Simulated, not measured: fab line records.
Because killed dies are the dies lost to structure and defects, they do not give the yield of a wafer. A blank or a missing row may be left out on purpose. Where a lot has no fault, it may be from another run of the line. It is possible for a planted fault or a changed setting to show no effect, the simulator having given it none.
fab line records ; flow n5Finfet
record lots=7; wafers=21; lastDay=20
route steps=1938 shown STI_FIN_REVEAL@203 DUMMY_GATE@212 BEOL_M4@1111 PASSIVATION@1936
lots that met no fault: from a run of the same line without faults
startH: hours from the record's first day to the start of the lot's first wafer shown ; waitH: hours since the lot's step before ; " unchanged from the row above ; L1.1+2: one row covering several wafers at once ; - either no value or no given start ; * or withheld: withheld ; < > ~ a bound
route shown NAME@n: NAME is a module with steps in the file, n the number in the route of the first one ; usual: mean and standard deviation over wafers with no fault ; same: alike in all rows ; chamber/n: place in a boat ; sites: readings site by site ; _std_site: how widely they spread, as a standard deviation ; _edge_site: outer sites' mean less inner sites' ; radiusMm: how far each site lies from the wafer's centre ; mask NAME#n: copy n ; behind: tool/chamber where the wafer was last shaped ; hold: the reason the lot was held/the length of the hold in hours/how it ended ; device: the transistor (n, p or np) that didn't switch ; end of line: the tests these same wafers got at the end of their route ; for a step that has no rows: nothing shown but its recipe ; killed: the dies lost at the first sort to structure and to defects; this is not the yield of the wafer ; map: dies across one wafer; x = killed, . = not, _ = none there
set.NAME: the setting that was run; set.NAME@STEP: the one run at that earlier step ; model.NAME: the simulator's own value behind a step, which no gauge read
a table for each step, a row for each wafer; lots at some steps of the route
services: a tool's chamber out of use, with start hour (startH, from the record's first day; less than 0 if before it), hours out, and reason
## steps
# step N5_STI_FIN_REVEAL_SRD_21
# recipe dry=ipaMarangoni; timeS=30; tempC=23; rinseLiquid=diw
# step N5_STI_FIN_REVEAL_OXIDATION_33
# recipe chemistry=O2_PLASMA_REMOTE; tempC=150; timeS=20; pressureMtorr=1000; sourcePowerW=2000; o2FlowSccm=3000
# usual drypumpMotorCurrentA=5.7/0.36; heaterPowerW=151/17; o2FlowSccm=2999/9.8
lot.wafer;tool;chamber;startH;waitH;drypumpMotorCurrentA;heaterPowerW;o2FlowSccm;rfHoursCounterH
L815.1;plasmaAsher-01;0;66.81;0.1;6.1;166;3008;37
L815.5;plasmaAsher-01;0;66.81;0.1;6.1;169;3004;-
L815.6;plasmaAsher-01;1;66.81;0.1;5.6;145;2984;-
L816.2;plasmaAsher-02;1;72.15;0.0;5.7;161;3014;83
L816.5;plasmaAsher-02;0;72.15;0.0;5.1;124;2985;-
L816.6;plasmaAsher-02;1;72.15;0.0;5.7;167;3008;-
L817.1;plasmaAsher-02;1;80.64;0.0;5.7;168;3007;85
L817.2;plasmaAsher-02;0;80.64;0.0;5.1;124;2986;85
L817.4;plasmaAsher-02;0;80.64;0.0;5.1;121;2991;-
L828.2;plasmaAsher-01;0;145.04;0.0;6.1;168;2993;52
L828.4;plasmaAsher-01;1;145.04;0.0;5.6;146;2995;-
L828.6;plasmaAsher-01;1;145.04;0.0;5.6;141;3014;-
L830.2;plasmaAsher-01;1;157.79;0.0;5.6;153;3001;55
L830.3;plasmaAsher-01;1;157.79;0.0;5.6;145;3010;-
L830.6;plasmaAsher-01;0;157.79;0.0;6.1;166;2994;-
L831.1;plasmaAsher-01;1;163.47;0.0;5.6;141;2998;56
L831.2;plasmaAsher-01;0;163.47;0.0;6.1;169;3010;56
L831.4;plasmaAsher-01;0;163.47;0.0;6.1;169;3001;-
L832.2;plasmaAsher-02;1;168.76;0.0;5.7;170;3005;104
L832.3;plasmaAsher-02;1;168.76;0.0;5.7;162;2994;-
L832.4;plasmaAsher-02;0;168.76;0.0;5.1;121;2988;-
# step N5_STI_FIN_REVEAL_CLEAN_19
# recipe chemistry=O3/DIW; tempC=25; timeS=120; o3Ppm=10
# step N5_STI_FIN_REVEAL_SRD_23
# recipe dry=ipaMarangoni; timeS=30; tempC=23; rinseLiquid=diw
# step N5_STI_FIN_REVEAL_CD_MEAS_22
# recipe targetCdNm=6.238; pitchNm=28; polarity=line
# usual cdNm=6.27/0.27
lot.wafer;tool;chamber;startH;waitH;cdNm
L815.1;cdSem-03;-;66.97;0.0;6.23
L815.5;cdSem-03;-;66.97;0.0;6.30
L815.6;cdSem-03;-;66.97;0.0;6.33
L816.2;cdSem-03;-;72.32;0.0;6.06
L816.5;cdSem-03;-;72.32;0.0;6.34
L816.6;cdSem-03;-;72.32;0.0;6.12
L817.1;cdSem-02;-;80.81;0.0;6.29
L817.2;cdSem-02;-;80.81;0.0;5.80
L817.4;cdSem-02;-;80.81;0.0;6.23
L828.2;cdSem-03;-;145.21;0.0;5.82
L828.4;cdSem-03;-;145.21;0.0;6.18
L828.6;cdSem-03;-;145.21;0.0;6.24
L830.2;cdSem-01;-;157.96;0.0;6.33
L830.3;cdSem-01;-;157.96;0.0;6.17
L830.6;cdSem-01;-;157.96;0.0;6.03
L831.1;cdSem-03;-;163.63;0.0;6.75
L831.2;cdSem-03;-;163.63;0.0;6.07
L831.4;cdSem-03;-;163.63;0.0;6.13
L832.2;cdSem-02;-;168.93;0.0;6.27
L832.3;cdSem-02;-;168.93;0.0;6.42
L832.4;cdSem-02;-;168.93;0.0;6.48
# step N5_STI_FIN_REVEAL_FIN_H_MEAS_10
# usual trenchDepthNm=51.8/0.78
lot.wafer;tool;chamber;startH;waitH;trenchDepthNm
L815.1;ocd-02;-;67.00;0.0;52.8
L815.5;ocd-02;-;67.00;0.0;52.7
L815.6;ocd-02;-;67.00;0.0;52.3
L816.2;ocd-02;-;72.35;0.0;51.2
L816.5;ocd-02;-;72.35;0.0;52.6
L816.6;ocd-02;-;72.35;0.0;51.3
L817.1;ocd-01;-;80.84;0.0;51.8
L817.2;ocd-01;-;80.84;0.0;51.1
L817.4;ocd-01;-;80.84;0.0;51.1
L828.2;ocd-01;-;145.24;0.0;52.0
L828.4;ocd-01;-;145.24;0.0;51.4
L828.6;ocd-01;-;145.24;0.0;51.7
L830.2;ocd-02;-;157.99;0.0;51.4
L830.3;ocd-02;-;157.99;0.0;52.0
L830.6;ocd-02;-;157.99;0.0;51.5
L831.1;ocd-02;-;163.66;0.0;51.4
L831.2;ocd-02;-;163.66;0.0;49.6
L831.4;ocd-02;-;163.66;0.0;51.6
L832.2;ocd-01;-;168.96;0.0;52.9
L832.3;ocd-01;-;168.96;0.0;52.4
L832.4;ocd-01;-;168.96;0.0;50.9
# step N5_STI_FIN_REVEAL_PRECLEAN_18
# recipe chemistry=SC2; timeS=45; tempC=35; mix=1:1:50
# step N5_STI_FIN_REVEAL_SRD_28
# recipe dry=ipaMarangoni; timeS=30; tempC=23; rinseLiquid=diw
# step N5_STI_FIN_REVEAL_INSPECT_13
# recipe inspectInstrument=darkfield; mode=postClean
# usual rawDefectCount=12/5.2
lot.wafer;tool;chamber;startH;waitH;rawDefectCount
L815.1;defectInspect-01;-;67.09;0.0;3
L815.5;defectInspect-01;-;67.09;0.0;8
L815.6;defectInspect-01;-;67.09;0.0;6
L816.2;defectInspect-02;-;72.43;0.0;13
L816.5;defectInspect-02;-;72.43;0.0;16
L816.6;defectInspect-02;-;72.43;0.0;13
L817.1;defectInspect-02;-;80.93;0.0;13
L817.2;defectInspect-02;-;80.93;0.0;18
L817.4;defectInspect-02;-;80.93;0.0;20
L828.2;defectInspect-01;-;145.33;0.0;11
L828.4;defectInspect-01;-;145.33;0.0;9
L828.6;defectInspect-01;-;145.33;0.0;6
L830.2;defectInspect-02;-;158.08;0.0;9
L830.3;defectInspect-02;-;158.08;0.0;13
L830.6;defectInspect-02;-;158.08;0.0;21
L831.1;defectInspect-01;-;163.75;0.0;6
L831.2;defectInspect-01;-;163.75;0.0;9
L831.4;defectInspect-01;-;163.75;0.0;6
L832.2;defectInspect-02;-;169.05;0.0;28
L832.3;defectInspect-02;-;169.05;0.0;19
L832.4;defectInspect-02;-;169.05;0.0;20
# step N5_DUMMY_GATE_PRECLEAN_00
# recipe chemistry=O3/DIW; timeS=60; tempC=22; o3Ppm=10
# step N5_DUMMY_GATE_SRD_01
# recipe timeS=30; tempC=23; rinseLiquid=diw; dry=ipaMarangoni
# step N5_DUMMY_GATE_ALD_02
# recipe material=SiO2; targetThkA=20; tempC=300; aldPrecursorFamily=BDEAS; aldCoReactant=O2-plasma; pulseTimeS=1; pressureTorr=2
# usual heaterPowerW=468/54; precursorPulseHeightRel=1.001/0.021
lot.wafer;tool;chamber;startH;waitH;heaterPowerW;precursorPulseHeightRel;sinceWetCleanH
L815.1;aldSin-04;1;67.68;0.5;536;0.992;257
L815.5;aldSin-04;3;67.68;0.5;487;1.054;-
L815.6;aldSin-04;2;67.68;0.5;511;0.998;-
L816.2;aldSin-04;0;72.53;0.0;473;1.020;262
L816.5;aldSin-04;0;72.53;0.0;473;0.953;-
L816.6;aldSin-04;3;72.53;0.0;490;1.017;-
L817.1;aldSin-02;0;82.29;1.3;448;1.026;362
L817.2;aldSin-02;3;82.29;1.3;431;0.992;362
L817.4;aldSin-02;1;82.29;1.3;519;0.983;362
L828.2;aldSin-04;3;145.43;0.0;490;1.010;334
L828.4;aldSin-04;2;145.43;0.0;491;1.049;334
L828.6;aldSin-04;2;145.43;0.0;489;1.002;-
L830.2;aldSin-02;0;158.17;0.0;443;0.986;59
L830.3;aldSin-02;2;158.17;0.0;371;1.028;59
L830.6;aldSin-02;3;158.17;0.0;433;1.020;-
L831.1;aldSin-02;0;163.84;0.0;441;1.015;65
L831.2;aldSin-02;2;163.84;0.0;370;0.986;65
L831.4;aldSin-02;3;163.84;0.0;449;0.979;65
L832.2;aldSin-01;2;169.14;0.0;404;0.992;161
L832.3;aldSin-01;1;169.14;0.0;399;0.990;161
L832.4;aldSin-01;3;169.14;0.0;569;1.022;161
# step N5_DUMMY_GATE_CVD_03
# recipe material=a-Si; targetThkA=1500; tempC=530; precursor=SiH4; timeS=8042
lot.wafer;tool;chamber;startH;waitH;model.a-Si_of_DUMMY_GATE_CVD_03.thkNm
L815.1;lpcvd-01;0/15;67.80;0.1;108
L815.5;lpcvd-01;0/34;67.80;0.1;107.6
L815.6;lpcvd-01;0/39;67.80;0.1;109
L816.2;lpcvd-01;1/45;72.63;0.1;107.2
L816.5;lpcvd-01;1/59;72.63;0.1;107.8
L816.6;lpcvd-01;1/64;72.63;0.1;108.6
L817.1;lpcvd-01;1/90;82.39;0.1;111.4
L817.2;lpcvd-01;1/95;82.39;0.1;112
L817.4;lpcvd-01;1/104;82.39;0.1;112.2
L828.2;lpcvd-02;0/20;145.53;0.1;148
L828.4;lpcvd-02;0/29;145.53;0.1;146.8
L828.6;lpcvd-02;0/39;145.53;0.1;147
L830.2;lpcvd-02;1/95;158.28;0.1;149
L830.3;lpcvd-02;1/100;158.28;0.1;149.6
L830.6;lpcvd-02;1/114;158.28;0.1;150.4
L831.1;lpcvd-01;1/15;163.95;0.1;149.6
L831.2;lpcvd-01;1/20;163.95;0.1;148.8
L831.4;lpcvd-01;1/29;163.95;0.1;148.6
L832.2;lpcvd-01;1/20;169.42;0.2;151
L832.3+4;lpcvd-01;1/25,1/29;169.42;0.2;149.6
# step N5_DUMMY_GATE_PRECLEAN_46
# recipe chemistry=DIW; timeS=89.5; tempC=23
# step N5_DUMMY_GATE_SRD_47
# recipe dryTimeS=32; dry=n2Spin; spinRpm=1500
# step N5_DUMMY_GATE_CMP_04
# recipe material=a-Si; postCmpClean=alkalineBrush
# usual motorCurrentA=10.1/1; retainingRingPressureFrac=1.000/0.005; slurryFilterDpKPa=13.51/0.14; timeToEndpointS=14.4/2.5
lot.wafer;tool;chamber;startH;waitH;motorCurrentA;retainingRingPressureFrac;slurryFilterDpKPa;timeToEndpointS
L815.1;cmp-03;1;71.54;0.0;9.5;0.995;13.48;4.8
L815.6;cmp-03;1;71.54;0.0;8.9;1.003;13.48;3.3
L815.5;cmp-03;2;71.54;0.0;10.9;1.002;13.25;6.7
L816.2;cmp-04;3;76.37;0.0;10.9;0.996;13.30;5.9
L816.6;cmp-04;3;76.37;0.0;10.9;0.996;13.56;8.5
L816.5;cmp-04;0;76.37;0.0;11.0;0.999;13.70;1.8
L817.2;cmp-01;0;86.13;0.0;7.4;1.004;13.39;6.4
L817.1;cmp-01;1;86.13;0.0;10.2;1.000;13.22;5.9
L817.4;cmp-01;2;86.13;0.0;9.4;0.999;13.50;7.6
L828.2;cmp-03;3;149.34;0.1;10.5;1.000;13.53;13.8
L828.4;cmp-03;0;149.34;0.1;8.9;1.003;13.48;14.3
L828.6;cmp-03;2;149.34;0.1;10.1;1.002;13.27;9.5
L830.2;cmp-01;1;163.87;0.1;10.1;1.005;13.44;15.3
L830.3;cmp-01;3;163.87;0.1;10.2;0.995;13.57;18.7
L830.6;cmp-01;1;163.87;0.1;10.1;1.006;13.65;16.7
L831.2;cmp-01;2;169.51;0.0;9.4;1.004;13.49;14.3
L831.4;cmp-01;3;169.51;0.0;10.2;1.006;13.52;16.1
L831.1;cmp-01;0;169.51;0.0;8.1;0.998;13.39;16.9
L832.4;cmp-03;3;173.16;0.0;10.8;1.002;13.53;11.3
L832.3;cmp-03;0;173.16;0.0;8.8;1.003;13.64;11.8
L832.2;cmp-03;2;173.16;0.0;10.7;1.011;13.66;10.3
# step N5_BEOL_M4_RC_MEAS_101
# usual DIBL_N=36.3/1.7; DIBL_P=36.5/2.1; IOFF_N=0.16/0.03; IOFF_P=0.22/0.035; ION_N=675/11; ION_P=465/7.1; SS_N=71.5/0.62; SS_P=73.3/0.64; VT_N=250/3.1; VT_P=-249.1/3
lot.wafer;tool;chamber;startH;waitH;DIBL_N[mV/V];DIBL_P[mV/V];IOFF_N[nA/um];IOFF_P[nA/um];ION_N[uA/um];ION_P[uA/um];SS_N[mV/dec];SS_P[mV/dec];VT_N[mV];VT_P[mV]
L830.2;prober-01;0;309.13;0.2;35.8;34.8;0.16;0.22;694;476;71.4;73.4;248;-247.7
L830.3;prober-01;0;309.13;0.2;36.8;36.0;0.17;0.23;690;469;71.8;72.9;248;-244.7
L830.6;prober-01;0;309.13;0.2;35.3;33.7;0.13;0.19;670;463;70.9;72.6;253;-246.4
L832.2;prober-02;0;312.40;0.2;39.3;40.9;0.22;0.28;703;484;71.4;74.7;248;-245.9
L832.3;prober-02;0;312.40;0.2;37.3;38.2;0.18;0.23;686;465;71.7;73.7;246;-248.6
L832.4;prober-02;0;312.40;0.2;38.5;39.9;0.20;0.27;678;466;71.7;73.9;250;-247.1
L831.1;prober-01;0;327.19;0.0;38.0;38.1;0.19;0.23;695;465;71.6;73.8;245;-249.2
L831.2;prober-01;0;327.19;0.0;38.3;36.0;0.18;0.19;660;452;72.7;71.6;250;-254.6
L831.4;prober-01;0;327.19;0.0;39.9;39.1;0.21;0.24;680;461;71.8;74.6;246;-252.0
L828.2;prober-02;0;330.40;0.2;36.6;36.9;0.15;0.23;671;465;71.0;73.0;251;-247.6
L828.4;prober-02;0;330.40;0.2;38.7;39.1;0.20;0.27;684;471;72.1;74.0;246;-245.4
L828.6;prober-02;0;330.40;0.2;36.5;37.0;0.16;0.24;667;468;71.4;73.2;246;-245.6
# step N5_PASSIVATION_PROBE_49
# usual defectLimitedYield=91.2/1.4; killed_at_M0_to_M3=36/10; killed_at_M4_up=13/5.1; killedAtContacts=12/5.4; killedAtFrontEnd=39/11; killedAtOther=3.5/2.4; killedDies=104/17; killedOnRim=14/3.8; killedOpen=67/13; killedShort=36/8.3; sort_bin_5_function=5.2/0.98; sort_bin_6_memory=3.3/0.68; sortNPass=1076/17; sortYieldPct=91.2/1.4
# same grossDies=1180; killedAtBackSide=0; sort_bin_4_leakage[%]=0; sort_bin_8_speed[%]=0
lot.wafer;tool;chamber;startH;waitH;defectLimitedYield[%];killed_at_M0_to_M3;killed_at_M4_up;killedAtContacts;killedAtFrontEnd;killedAtOther;killedDies;killedOnRim;killedOpen;killedShort;sort_bin_5_function[%];sort_bin_6_memory[%];sortNPass;sortYieldPct[%]
L815.1;prober-02;-;280.17;0.0;0;43;17;3;1115;2;1180;152;62;37;96.8;2.9;0;0
L815.5;prober-02;-;280.37;0.2;0;18;7;10;1140;5;1180;152;47;32;97.4;2.3;0;0
L815.6;prober-02;-;280.42;0.3;0;30;12;20;1118;0;1180;152;69;25;96.8;3.1;0;0
L816.2;prober-01;-;283.74;0.1;0;36;8;14;1118;4;1180;152;69;47;96.1;3.6;0;0
L816.5;prober-01;-;283.89;0.2;0;38;14;5;1121;2;1180;152;59;38;96.5;3.2;0;0
L816.6;prober-01;-;283.94;0.3;0;45;31;6;1091;7;1180;152;82;32;95.9;3.6;0;0
L817.1;prober-01;-;287.62;0.0;0;35;12;15;1115;3;1180;152;70;44;95.5;4.2;0;0
L817.2;prober-01;-;287.67;0.1;0;27;15;3;1132;3;1180;152;68;22;96.8;3.2;0;0
L817.4;prober-01;-;287.77;0.2;0;28;20;17;1113;2;1180;152;103;38;94.5;5.3;0;0
L830.2;prober-01;-;439.05;0.1;92.9;25;8;10;37;4;84;6;57;25;3.6;3.4;1096;92.9
L830.3;prober-01;-;439.10;0.1;93.2;19;16;4;36;5;80;11;54;25;4.2;2.5;1100;93.2
L830.6;prober-01;-;439.25;0.3;92.3;35;5;8;40;3;91;10;57;33;4.3;3.0;1089;92.3
# killed by level:class
L815.1 DUMMY_GATE:areaCvd=1080 BEOL_M0_SAQP:geometricParticle:open=14 BEOL_M0_SAQP:geometricParticle:short=12 FIN_SAQP:geometricParticle:open=9 BEOL_M4:geometricParticle:open=7 FIN_SAQP:geometricParticle:short=6 STI_FIN_REVEAL:geometricParticle:open=5 BEOL_M2:geometricParticle:open=5
L815.5 DUMMY_GATE:areaCvd=1100 MOL_CONTACT_COAG:geometricParticle:open=8 BEOL_M0_SAQP:geometricParticle:short=6 GATE_CUT:geometricParticle:short=6 FIN_SAQP:geometricParticle:open=5 FIN_SAQP:geometricParticle:short=5 BEOL_M4:geometricParticle:open=5 STI_FIN_REVEAL:geometricParticle:open=4
L815.6 DUMMY_GATE:areaCvd=1086 MOL_CONTACT_COAG:geometricParticle:open=18 BEOL_M0_SAQP:geometricParticle:open=7 STI_FIN_REVEAL:geometricParticle:open=6 GATE_CUT:geometricParticle:short=6 BEOL_M2:geometricParticle:open=6 FIN_SAQP:geometricParticle:short=5 BEOL_M0_SAQP:geometricParticle:short=5
L816.2 DUMMY_GATE:areaCvd=1064 FIN_SAQP:geometricParticle:short=20 STI_FIN_REVEAL:geometricParticle:open=12 BEOL_M0_SAQP:geometricParticle:open=12 MOL_CONTACT_COAG:geometricParticle:open=10 BEOL_M0_SAQP:geometricParticle:short=10 FIN_SAQP:geometricParticle:open=9 MOL_CONTACT_COAG:geometricParticle:short=4
L816.5 DUMMY_GATE:areaCvd=1081 FIN_SAQP:geometricParticle:short=14 BEOL_M0_SAQP:geometricParticle:open=12 STI_FIN_REVEAL:geometricParticle:open=10 BEOL_M0_SAQP:geometricParticle:short=10 BEOL_M4:geometricParticle:open=8 BEOL_M1:geometricParticle:open=5 BEOL_M3:geometricParticle:open=5
L816.6 DUMMY_GATE:areaCvd=1066 BEOL_M4:geometricParticle:open=18 BEOL_M0_SAQP:geometricParticle:open=13 STI_FIN_REVEAL:geometricParticle:open=8 BEOL_M0_SAQP:geometricParticle:short=8 BEOL_M1:geometricParticle:open=8 BEOL_M0:geometricParticle:open=7 FIN_SAQP:geometricParticle:short=5
L817.1 DUMMY_GATE:areaCvd=1066 STI_FIN_REVEAL:geometricParticle:open=15 BEOL_M0_SAQP:geometricParticle:short=11 MOL_CONTACT_COAG:geometricParticle:open=10 FIN_SAQP:geometricParticle:short=8 FIN_SAQP:geometricParticle:open=7 DUMMY_GATE:geometricParticle:open=7 BEOL_M4:geometricParticle:open=6
L817.2 DUMMY_GATE:areaCvd=1090 STI_FIN_REVEAL:geometricParticle:open=27 BEOL_M0_SAQP:geometricParticle:open=9 BEOL_M4:geometricParticle:open=8 BEOL_M0_SAQP:geometricParticle:short=7 STI_FIN_REVEAL:geometricParticle:short=6 BEOL_M1:geometricParticle:open=6 BEOL_M3:geometricParticle:open=4
L817.4 DUMMY_GATE:areaCvd=1039 STI_FIN_REVEAL:geometricParticle:open=32 MOL_CONTACT_COAG:geometricParticle:open=16 FIN_SAQP:geometricParticle:short=10 BEOL_M0_SAQP:geometricParticle:open=10 FIN_SAQP:geometricParticle:open=6 BEOL_M2:geometricParticle:open=6 DUMMY_GATE:geometricParticle:open=5
L830.2 FIN_SAQP:geometricParticle:open=12 BEOL_M0_SAQP:geometricParticle:open=11 MOL_CONTACT_COAG:geometricParticle:open=7 DUMMY_GATE:geometricParticle:open=5 BEOL_M0_SAQP:geometricParticle:short=5 FIN_SAQP:geometricParticle:short=4 GATE_CUT:geometricParticle:short=4 BEOL_M1:geometricParticle:open=4
L830.3 FIN_SAQP:geometricParticle:open=10 FIN_SAQP:geometricParticle:short=8 STI_FIN_REVEAL:geometricParticle:open=7 BEOL_M2:geometricParticle:open=6 BEOL_M5:geometricParticle:open=5 MOL_CONTACT_COAG:geometricParticle:open=4 BEOL_M0_SAQP:geometricParticle:open=4 STARTING-WAFER:geometricParticle:short=4
L830.6 BEOL_M0_SAQP:geometricParticle:short=15 STI_FIN_REVEAL:geometricParticle:open=9 BEOL_M0_SAQP:geometricParticle:open=9 MOL_CONTACT_COAG:geometricParticle:open=8 STARTING-WAFER:geometricParticle:open=5 FIN_SAQP:geometricParticle:short=4 FIN_SAQP:geometricParticle:open=4 DUMMY_GATE:geometricParticle:open=4
# map L815.1 (x killed, . not)
_________________xxxxxxxxxxxx________________
______________xxxxxxxxxxxxxxxxxx_____________
___________xxxxxxxxxxxxxxxxxxxxxxxx__________
__________xxxxxxxxxxxxxxxxxxxxxxxxxx_________
________xxxxxxxxxxxxxxxxxxxxxxxxxxxxxx_______
_______xxxxxxxxxxxxxxxxxxxxxxxxxxxxxxxx______
______xxxxxxxxxxxxxxxxxxxxxxxxxxxxxxxxxx_____
_____xxxxxxxxxxxxxxxxxxxxxxxxxxxxxxxxxxxx____
____xxxxxxxxxxxxxxxxxxxxxxxxxxxxxxxxxxxxxx___
___xxxxxxxxxxxxxxxxxxxxxxxxxxxxxxxxxxxxxxxx__
___xxxxxxxxxxxxxxxxxxxxxxxxxxxxxxxxxxxxxxxx__
__xxxxxxxxxxxxxxxxxxxxxxxxxxxxxxxxxxxxxxxxxx_
__xxxxxxxxxxxxxxxxxxxxxxxxxxxxxxxxxxxxxxxxxx_
_xxxxxxxxxxxxxxxxxxxxxxxxxxxxxxxxxxxxxxxxxxxx
_xxxxxxxxxxxxxxxxxxxxxxxxxxxxxxxxxxxxxxxxxxxx
_xxxxxxxxxxxxxxxxxxxxxxxxxxxxxxxxxxxxxxxxxxxx
_xxxxxxxxxxxxxxxxxxxxxxxxxxxxxxxxxxxxxxxxxxxx
_xxxxxxxxxxxxxxxxxxxxxxxxxxxxxxxxxxxxxxxxxxxx
_xxxxxxxxxxxxxxxxxxxxxxxxxxxxxxxxxxxxxxxxxxxx
_xxxxxxxxxxxxxxxxxxxxxxxxxxxxxxxxxxxxxxxxxxxx
_xxxxxxxxxxxxxxxxxxxxxxxxxxxxxxxxxxxxxxxxxxxx
__xxxxxxxxxxxxxxxxxxxxxxxxxxxxxxxxxxxxxxxxxx_
__xxxxxxxxxxxxxxxxxxxxxxxxxxxxxxxxxxxxxxxxxx_
___xxxxxxxxxxxxxxxxxxxxxxxxxxxxxxxxxxxxxxxx__
___xxxxxxxxxxxxxxxxxxxxxxxxxxxxxxxxxxxxxxxx__
____xxxxxxxxxxxxxxxxxxxxxxxxxxxxxxxxxxxxxx___
_____xxxxxxxxxxxxxxxxxxxxxxxxxxxxxxxxxxxx____
______xxxxxxxxxxxxxxxxxxxxxxxxxxxxxxxxxx_____
_______xxxxxxxxxxxxxxxxxxxxxxxxxxxxxxxx______
________xxxxxxxxxxxxxxxxxxxxxxxxxxxxxx_______
__________xxxxxxxxxxxxxxxxxxxxxxxxxx_________
___________xxxxxxxxxxxxxxxxxxxxxxxx__________
______________xxxxxxxxxxxxxxxxxx_____________
_________________xxxxxxxxxxxx________________
# map L816.2 (x killed, . not)
_________________xxxxxxxxxxxx________________
______________xxxxxxxxxxxxxxxxxx_____________
___________xxxxxxxxxxxxxxxxxxxxxxxx__________
__________xxxxxxxxxxxxxxxxxxxxxxxxxx_________
________xxxxxxxxxxxxxxxxxxxxxxxxxxxxxx_______
_______xxxxxxxxxxxxxxxxxxxxxxxxxxxxxxxx______
______xxxxxxxxxxxxxxxxxxxxxxxxxxxxxxxxxx_____
_____xxxxxxxxxxxxxxxxxxxxxxxxxxxxxxxxxxxx____
____xxxxxxxxxxxxxxxxxxxxxxxxxxxxxxxxxxxxxx___
___xxxxxxxxxxxxxxxxxxxxxxxxxxxxxxxxxxxxxxxx__
___xxxxxxxxxxxxxxxxxxxxxxxxxxxxxxxxxxxxxxxx__
__xxxxxxxxxxxxxxxxxxxxxxxxxxxxxxxxxxxxxxxxxx_
__xxxxxxxxxxxxxxxxxxxxxxxxxxxxxxxxxxxxxxxxxx_
_xxxxxxxxxxxxxxxxxxxxxxxxxxxxxxxxxxxxxxxxxxxx
_xxxxxxxxxxxxxxxxxxxxxxxxxxxxxxxxxxxxxxxxxxxx
_xxxxxxxxxxxxxxxxxxxxxxxxxxxxxxxxxxxxxxxxxxxx
_xxxxxxxxxxxxxxxxxxxxxxxxxxxxxxxxxxxxxxxxxxxx
_xxxxxxxxxxxxxxxxxxxxxxxxxxxxxxxxxxxxxxxxxxxx
_xxxxxxxxxxxxxxxxxxxxxxxxxxxxxxxxxxxxxxxxxxxx
_xxxxxxxxxxxxxxxxxxxxxxxxxxxxxxxxxxxxxxxxxxxx
_xxxxxxxxxxxxxxxxxxxxxxxxxxxxxxxxxxxxxxxxxxxx
__xxxxxxxxxxxxxxxxxxxxxxxxxxxxxxxxxxxxxxxxxx_
__xxxxxxxxxxxxxxxxxxxxxxxxxxxxxxxxxxxxxxxxxx_
___xxxxxxxxxxxxxxxxxxxxxxxxxxxxxxxxxxxxxxxx__
___xxxxxxxxxxxxxxxxxxxxxxxxxxxxxxxxxxxxxxxx__
____xxxxxxxxxxxxxxxxxxxxxxxxxxxxxxxxxxxxxx___
_____xxxxxxxxxxxxxxxxxxxxxxxxxxxxxxxxxxxx____
______xxxxxxxxxxxxxxxxxxxxxxxxxxxxxxxxxx_____
_______xxxxxxxxxxxxxxxxxxxxxxxxxxxxxxxx______
________xxxxxxxxxxxxxxxxxxxxxxxxxxxxxx_______
__________xxxxxxxxxxxxxxxxxxxxxxxxxx_________
___________xxxxxxxxxxxxxxxxxxxxxxxx__________
______________xxxxxxxxxxxxxxxxxx_____________
_________________xxxxxxxxxxxx________________
## services
tool;chamber;startH;hours;kind
plasmaAsher-02;-;43.08;24.0;repair
aldSin-02;0;52.00;2.5;repair
cmp-04;-;56.91;11.9;pm
cmp-03;-;57.43;4.0;pm
aldSin-01;1;57.66;43.9;repair
aldSin-01;3;58.87;6.2;repair
cmp-03;-;61.43;-;consumableReplace:conditioner
cmp-03;-;61.43;-;consumableReplace:pad
cmp-01;-;64.01;1.9;repair
aldSin-01;3;68.49;8.4;repair
aldSin-02;-;85.31;14.0;pm
aldSin-02;0;85.31;14.0;ventCycle
aldSin-02;1;85.31;14.0;ventCycle
aldSin-02;2;85.31;14.0;ventCycle
aldSin-02;3;85.31;14.0;ventCycle
aldSin-02;0;99.31;-;clean
aldSin-02;1;99.31;-;clean
aldSin-02;2;99.31;-;clean
cmp-04;-;102.28;0.7;repair
aldSin-01;1;121.31;1.8;repair
cmp-01;-;125.49;4.0;pm
cmp-01;-;150.71;1.7;repair
aldSin-01;3;153.29;4.2;repair
aldSin-01;0;171.95;2.6;repair
## key
firstSign step=N5_DUMMY_GATE_CMP_04; reading=timeToEndpointS; direction=down; sigmas=3.6; usual=*; struck=*
effect step=N5_PASSIVATION_PROBE_49; reading=killedAtFrontEnd; direction=up; sigmas=99+; usual=39; struck=1118
modelEffect step=N5_DUMMY_GATE_CVD_03; value=a-Si_of_DUMMY_GATE_CVD_03.thkNm; without=150; struck=109.3
moreKillsBornAt N5_DUMMY_GATE_CVD_03@lpcvd-01=9672
metAt N5_DUMMY_GATE_CVD_03
struckWafers L815.1,L815.5,L815.6,L816.2,L816.5,L816.6,L817.1,L817.2,L817.4
laterRowsLeftOut L815.1,L815.5,L815.6,L816.2,L816.5,L816.6,L817.1,L817.2,L817.4
fault kind=processParameterDrift; tool=lpcvd-01; chamber=-; onsetH=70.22; steps=N5_DUMMY_GATE_CVD_03; channel=timeS; offset=*; shape=step; endH=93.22; actsIn=*; stated=*
# laterRowsLeftOut: the simulator's readings of these wafers behind a module that went badly wrong aren't trusted and aren't shown, but for the sort
